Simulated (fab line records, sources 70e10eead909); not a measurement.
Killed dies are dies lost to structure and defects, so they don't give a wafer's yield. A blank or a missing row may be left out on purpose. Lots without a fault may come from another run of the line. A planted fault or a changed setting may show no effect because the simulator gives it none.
fab line records | flow nand_harc
record lots=14 wafers=42 last_day=33
route steps=1302 shown P_M2@329
lots that met no fault: from a run of the same line without faults
start_h: hours from the record's first day to the start of the lot's first wafer shown | wait_h: hours since the lot's step before | " the same as in the row above | L1.1+2: a row that stands for several wafers | - no value, or no start given | * or withheld: withheld | < > ~ a bound
route shown NAME@n: a module of which the file shows steps, and the number in the route of the first | usual: mean/standard deviation of fault-free wafers | same: alike in all rows | chamber/n: place in a boat | sites: the reading at each site | _std_site: their standard deviation | _edge_site: outer sites' mean less inner sites' | radius_mm: how far each site lies from the wafer's centre | mask NAME#n: copy n | behind: the tool/chamber that last shaped the wafer | hold: why the lot was held/for how many hours/how that ended | device: the transistor (n, p or np) that didn't switch | end of line: the same wafers' tests at the end of the route | a step without rows: its recipe alone | killed: dies lost to structure and defects at the first sort, not the wafer's yield | map: a wafer's dies, x killed, . not, _ none there
set.NAME: the setting as run; set.NAME@STEP: as run at that earlier step | model.NAME: the simulator's own value behind a step, which no gauge read
steps of the route over a sample of lots; a table a step, a row a wafer
services: from which hour (start_h, from the record's first day; less than 0 if before it) a tool's chamber was out of use, for how many hours, and why
## steps
# step NHARC_P_M2_OVL_MEAS_10
# recipe pitch_nm=340
# usual overlay_x_nm=0.0/0.84 overlay_y_nm=0.1/0.98
# columns lot.wafer tool chamber start_h wait_h overlay_x_nm overlay_y_nm
L255.3 overlay-02 - 135.96 - -0.2 0.2
L255.4 " - " " -0.5 -0.3
L255.6 " - " " -0.3 -0.8
L256.3 overlay-01 - 138.57 - -1.8 -1.3
L256.4 " - " " -1.8 -0.7
L256.5 " - " " -1.9 -0.7
L258.1 overlay-02 - 159.25 - 0.0 0.6
L258.4 " - " " 0.2 0.2
L258.6 " - " " 0.3 0.3
L259.1 overlay-02 - 172.43 - 0.1 -0.7
L259.5 " - " " 0.0 -0.3
L259.6 " - " " -0.2 -0.7
L261.1 overlay-01 - 188.05 - 0.1 1.2
L261.4 " - " " -0.5 0.7
L261.5 " - " " -0.1 1.5
L262.2 overlay-02 - 205.91 - -0.8 -0.5
L262.3 " - " " -1.0 -0.4
L262.6 " - " " -0.4 -0.3
L263.1 overlay-01 - 212.05 - -0.8 0.7
L263.2 " - " " -1.2 1.4
L263.4 " - " " -1.4 1.3
L265.4 overlay-01 - 236.64 - 1.4 0.9
L265.5 " - " " 0.5 1.8
L265.6 " - " " 0.4 1.9
L267.3 overlay-01 - 251.82 - 0.7 1.2
L267.5 " - " " 0.2 1.8
L267.6 " - " " -0.2 1.4
L268.1 overlay-02 - 255.22 - -0.8 -0.6
L268.2 " - " " 0.4 -0.6
L268.5 " - " " 0.1 -0.6
L273.1 overlay-02 - 310.37 - -0.1 0.3
L273.3 " - " " -0.4 0.3
L273.6 " - " " -0.5 0.0
L274.1 overlay-02 - 322.03 - -1.4 0.1
L274.2 " - " " -1.8 0.5
L274.6 " - " " -2.0 0.2
L276.2 overlay-02 - 342.83 - 0.2 0.7
L276.3 " - " " -0.3 0.5
L276.4 " - " " 0.3 0.0
L277.1 overlay-01 - 347.45 - -0.3 0.0
L277.2 " - " " -0.2 -0.1
L277.3 " - " " -0.9 0.5
# step NHARC_P_M2_ETCH_35
# recipe target_depth_a=400 overetch_a=120 time_s=43.94 ion_energy_ev=200 n2_flow_sccm=150 h2_flow_sccm=150 ar_flow_sccm=0 rf_w=400 bias_w=150 chemistry=N2/H2
# usual drypump_motor_current_A=5.64/0.27 h2_flow_sccm=150.1/0.47 oes_product_au=0.999/0.007 rf_fwd_power_W=395.4/1.7 rf_vpp_V=432.3/2.4 showerhead_plenum_p_Torr=2.10/0.086 throttle_valve_pct=14.171/0.0094
# columns lot.wafer tool chamber start_h wait_h drypump_motor_current_A h2_flow_sccm oes_product_au rf_fwd_power_W rf_hours_counter_h rf_vpp_V showerhead_plenum_p_Torr throttle_valve_pct
L255.3 rie_diel-07 1 136.22 0.1 5.42 150.6 1.003 393.7 - 432.6 2.15 14.160
L255.4 " 0 " " 5.20 149.9 0.996 397.6 - 431.0 2.06 14.165
L255.6 " 1 " " 5.42 150.4 0.997 393.4 - 434.5 2.15 14.182
L256.3 rie_diel-09 2 138.75 0.1 5.75 150.0 0.988 396.6 8.9 432.6 2.11 14.177
L256.4 " 1 " " 5.42 150.2 1.001 393.8 9.7 427.2 1.91 14.177
L256.5 " 3 " " 5.74 150.2 0.993 398.0 - 428.9 2.02 14.187
L258.4 rie_diel-07 0 159.44 0.1 5.23 149.9 0.998 397.2 2.3 430.6 2.06 14.166
L258.1 " 1 " " 5.42 149.5 0.993 396.0 2.2 433.3 2.15 14.164
L258.6 " 3 " " 5.79 150.7 0.992 393.3 - 434.7 2.20 14.176
L259.1 rie_diel-07 0 172.63 0.1 5.22 150.1 0.996 395.0 3.7 431.4 2.06 14.172
L259.5 " 1 " " 5.40 150.8 1.000 395.6 - 432.9 2.15 14.181
L259.6 " 2 " " 5.71 149.4 1.002 395.8 - 434.8 2.19 14.185
L261.4 rie_diel-09 3 188.23 0.1 5.72 149.8 0.999 396.5 1.6 430.8 2.02 14.178
L261.1 " 0 " " 6.16 149.2 0.997 395.6 2.0 434.6 2.15 14.151
L261.5 " 0 " " 6.13 149.7 1.008 395.1 - 432.9 2.15 14.165
L262.2 rie_diel-09 2 206.09 0.1 5.75 149.8 0.985 396.3 2.7 432.4 2.11 14.174
L262.3 " 3 " " 5.74 150.9 0.999 397.5 2.5 429.6 2.02 14.163
L262.6 " 3 " " 5.76 149.6 0.993 396.2 - 430.3 2.02 14.166
L263.4 rie_diel-12 3 212.23 0.1 5.97 149.0 1.000 394.9 6.2 431.8 2.10 14.159
L263.1 " 0 " " 6.02 150.3 0.999 393.2 5.2 429.1 1.93 14.160
L263.2 " 1 " " 5.25 150.3 1.000 392.4 6.1 427.7 1.93 14.161
L265.4 rie_diel-09 3 236.82 0.1 5.73 149.7 0.992 396.4 3.6 430.5 2.02 14.158
L265.5 " 3 " " 5.74 149.7 0.997 398.7 - 430.6 2.02 14.156
L265.6 " 0 " " 6.14 150.1 0.994 392.9 - 433.5 2.15 14.179
L267.3 rie_diel-07 0 252.01 0.1 5.24 149.7 1.007 395.6 9.6 429.2 2.05 14.169
L267.5 " 2 " " 5.74 150.5 0.985 396.1 - 433.5 2.19 14.170
L267.6 " 3 " " 5.77 150.9 1.004 395.0 - 434.6 2.19 14.178
L268.1 rie_diel-07 2 255.40 0.1 5.71 150.5 0.992 395.2 7.5 435.2 2.19 14.195
L268.2 " 0 " " 5.21 149.7 1.006 395.8 9.6 431.3 2.05 14.165
L268.5 " 3 " " 5.79 149.5 1.017 393.7 - 434.8 2.19 14.161
L273.3 rie_diel-07 3 310.55 0.1 5.80 150.2 0.990 396.7 0.1 434.4 2.19 14.166
L273.1 " 1 " " 5.40 150.2 1.002 395.0 0.1 434.1 2.15 14.162
L273.6 " 0 " " 5.20 149.7 1.010 394.6 - 430.0 2.05 14.170
L274.2 rie_diel-07 1 322.22 0.1 5.41 150.2 1.003 396.0 1.0 433.6 2.15 14.169
L274.1 " 2 " " 5.71 150.6 1.001 393.7 0.9 435.0 2.19 14.167
L274.6 " 0 " " 5.21 150.3 1.014 395.4 - 431.1 2.05 14.164
L276.2 rie_diel-07 1 343.01 0.1 5.42 150.2 0.999 397.6 2.6 432.3 2.15 14.183
L276.4 " 2 " " 5.74 150.8 1.007 395.4 2.8 433.8 2.19 14.186
L276.3 " 0 " " 5.22 150.1 1.013 396.1 2.5 429.9 2.05 14.158
L277.1 rie_diel-07 3 347.64 0.1 5.78 150.6 0.992 396.3 2.8 433.7 2.19 14.187
L277.3 " 0 " " 5.21 149.9 1.006 395.9 2.6 430.4 2.05 14.180
L277.2 " 1 " " 5.40 150.6 0.997 393.6 2.7 433.5 2.15 14.171
# step NHARC_P_M2_DEGAS_29
# recipe temp_c=250 time_s=60
# usual heater_power_w=360/33
# columns lot.wafer tool chamber start_h wait_h heater_power_w
L255.3 pvd_sputter-01 - 137.28 - 337
L255.4 " - " " 394
L255.6 " - " " 388
L256.3 pvd_sputter-01 - 139.70 - 383
L256.4 " - " " 407
L256.5 " - " " 393
L258.4 pvd_sputter-02 - 160.38 - 356
L258.1 " - " " 386
L258.6 " - " " 347
L259.1 pvd_sputter-01 - 173.55 - 342
L259.6 " - " " 404
L259.5 " - " " 346
L261.4 pvd_sputter-03 - 189.16 - 334
L261.1 " - " " 334
L261.5 " - " " 340
L262.2 pvd_sputter-03 - 207.03 - 334
L262.3 " - " " 365
L262.6 " - " " 332
L263.4 pvd_sputter-02 - 213.16 - 353
L263.2 " - " " 384
L263.1 " - " " 298
L265.4 pvd_sputter-02 - 237.76 - 384
L265.5 " - " " 302
L265.6 " - " " 355
L267.3 pvd_sputter-02 - 252.93 - 379
L267.6 " - " " 380
L267.5 " - " " 380
L268.1 pvd_sputter-02 - 256.34 - 386
L268.2 " - " " 302
L268.5 " - " " 385
L273.1 pvd_sputter-03 - 311.48 - 368
L273.3 " - " " 323
L273.6 " - " " 374
L274.2 pvd_sputter-02 - 323.15 - 395
L274.1 " - " " 362
L274.6 " - " " 349
L276.4 pvd_sputter-02 - 343.95 - 298
L276.2 " - " " 350
L276.3 " - " " 368
L277.1 pvd_sputter-01 - 348.57 - 326
L277.2 " - " " 396
L277.3 " - " " 358
# step NHARC_P_M2_CMP_23
# recipe t_overpolish_s=20 target_thk_nm=144.3
# usual edge_zone_pressure_frac=1.000/0.0051 motor_current_A=11.8/1.6 time_to_endpoint_s=29.0/2
# columns lot.wafer tool chamber start_h wait_h edge_zone_pressure_frac motor_current_A time_to_endpoint_s
L255.4 cmp-03 1 138.41 - 0.998 10.7 29.1
L255.3 " 0 " " 1.009 12.2 27.6
L255.6 " 1 " " 1.000 10.1 30.1
L256.4 cmp-03 1 140.84 - 0.999 10.2 26.7
L256.3 " 2 " " 1.005 12.5 27.7
L256.5 " 3 " " 1.001 11.6 28.5
L258.1 cmp-03 3 161.46 - 1.007 11.7 32.0
L258.4 " 2 " " 0.997 12.1 29.8
L258.6 " 3 " " 1.000 11.8 30.6
L259.1 cmp-03 0 174.68 - 0.998 12.1 27.0
L259.5 " 2 " " 0.997 12.3 27.9
L259.6 " 3 " " 1.004 11.4 29.0
L261.4 cmp-01 3 190.24 - 0.997 13.4 30.5
L261.1 " 0 " " 1.002 10.2 28.4
L261.5 " 0 " " 1.001 9.8 27.8
L262.3 cmp-04 0 208.10 - 0.991 14.8 31.3
L262.2 " 3 " " 0.998 10.3 31.5
L262.6 " 1 " " 1.005 9.3 29.4
L263.2 cmp-01 3 214.27 - 0.995 13.8 28.5
L263.1 " 0 " " 1.002 10.3 28.8
L263.4 " 1 " " 0.998 13.9 29.3
L265.4 cmp-03 1 238.83 - 1.003 11.2 25.0
L265.5 " 1 " " 0.997 10.1 27.7
L265.6 " 2 " " 0.999 13.1 28.2
L267.3 cmp-04 2 254.09 - - - -
L267.5 " 3 " " - - -
L267.6 " 0 " " - - -
L268.1 cmp-03 2 257.41 - - - -
L268.2 " 3 " " - - -
L268.5 " 3 " " - - -
L273.1 cmp-03 0 312.60 - 1.005 11.8 28.5
L273.3 " 1 " " 0.996 10.4 31.2
L273.6 " 3 " " 1.008 11.3 30.4
L274.2 cmp-04 1 324.23 - 1.006 9.0 29.9
L274.1 " 3 " " 1.011 11.0 27.2
L274.6 " 1 " " 1.000 9.2 29.4
L276.3 cmp-01 3 345.05 - 1.001 14.4 32.0
L276.4 " 0 " " 0.994 9.8 31.1
L276.2 " 1 " " 1.006 13.0 33.3
L277.2 cmp-04 2 349.66 - 0.998 10.1 28.8
L277.1 " 3 " " 0.995 10.6 29.7
L277.3 " 1 " " 1.000 9.1 27.3
# step NHARC_P_M2_THK_MEAS_24
# recipe thk_meas_gauge=xrf
# usual thk_nm=144.6/1.5
# columns lot.wafer tool chamber start_h wait_h thk_nm
L255.3 film_metro-01 - 138.73 - 143.4
L255.4 " - " " 144.6
L255.6 " - " " 143.9
L256.3 film_metro-02 - 141.10 - 146.1
L256.4 " - " " 146.6
L256.5 " - " " 145.2
L258.1 film_metro-02 - 161.77 - 146.2
L258.4 " - " " 146.2
L258.6 " - " " 144.5
L259.1 film_metro-01 - 174.94 - 145.0
L259.5 " - " " 144.5
L259.6 " - " " 144.3
L261.1 film_metro-02 - 190.55 - 145.8
L261.4 " - " " 146.5
L261.5 " - " " 144.8
L262.2 film_metro-02 - 208.41 - 144.6
L262.3 " - " " 145.8
L262.6 " - " " 146.8
L263.1 film_metro-01 - 214.59 - 145.7
L263.2 " - " " 143.6
L263.4 " - " " 147.2
L265.4 film_metro-02 - 239.14 - 142.6
L265.5 " - " " 142.3
L265.6 " - " " 144.6
L267.3 film_metro-01 - 254.32 0.2 394.9
L267.5 " - " " 398.1
L267.6 " - " " 404.4
L268.1 film_metro-01 - 257.73 0.3 398.7
L268.2 " - " " 400.3
L268.5 " - " " 398.9
L273.1 film_metro-01 - 312.88 - 146.9
L273.3 " - " " 146.1
L273.6 " - " " 147.2
L274.1 film_metro-02 - 324.54 - 146.7
L274.2 " - " " 145.7
L274.6 " - " " 144.7
L276.2 film_metro-02 - 345.34 - 145.1
L276.3 " - " " 145.2
L276.4 " - " " 143.8
L277.1 film_metro-02 - 349.98 - 143.8
L277.2 " - " " 143.7
L277.3 " - " " 143.4
## services
# columns tool chamber start_h hours kind
rie_diel-07 - 117.20 9.0 pm
rie_diel-07 3 128.44 15.7 repair
pvd_sputter-02 - 132.32 9.9 repair
rie_diel-07 2 135.98 10.6 repair
rie_diel-09 - 143.12 9.0 pm
cmp-03 - 163.02 4.0 pm
pvd_sputter-03 - 170.05 10.0 pm
rie_diel-09 3 172.96 11.6 repair
cmp-01 - 185.50 4.0 pm
cmp-04 - 209.26 4.0 pm
rie_diel-09 1 218.83 4.4 repair
cmp-01 - 224.47 1.6 repair
pvd_sputter-01 - 226.00 10.0 pm
cmp-01 - 245.51 3.0 repair
rie_diel-09 - 251.28 1.1 repair
cmp-03 - 261.02 4.0 pm
rie_diel-07 3 270.95 13.2 repair
pvd_sputter-02 - 282.00 10.0 pm
cmp-01 - 283.50 4.0 pm
pvd_sputter-01 - 293.15 3.6 repair
rie_diel-07 - 294.20 9.0 pm
pvd_sputter-02 - 294.71 1.7 repair
cmp-04 - 307.26 4.0 pm
rie_diel-09 - 320.15 9.0 pm
## key
first_sign step=NHARC_P_M2_CMP_23 reading=tool_record direction=missing
effect step=NHARC_P_M2_THK_MEAS_24 reading=thk_nm direction=up sigmas=99+ usual=144.6 struck=399.2
met_at NHARC_P_M2_CMP_23
struck_lots L267,L268
later_rows_left_out L267.3,L267.5,L267.6,L268.1,L268.2,L268.5
sort_left_out L267.3,L267.5,L267.6,L268.1,L268.2,L268.5
not_acting_at NHARC_P_M2_OVL_MEAS_10,NHARC_P_M2_ETCH_35,NHARC_P_M2_DEGAS_29
onset_between 238.83 254.09
fault kind=skipped_step_whole tool=cmp-03,cmp-04 chamber=- onset_h=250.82 steps=NHARC_P_M2_CMP_23 scope=struck_lots_only
# sort_left_out: the simulated sort isn't trusted on such a fault, so these wafers' sort isn't shown, and their yield isn't known
# later_rows_left_out: the simulator's readings of these wafers behind a module that went badly wrong aren't trusted and aren't shown, but for the sort
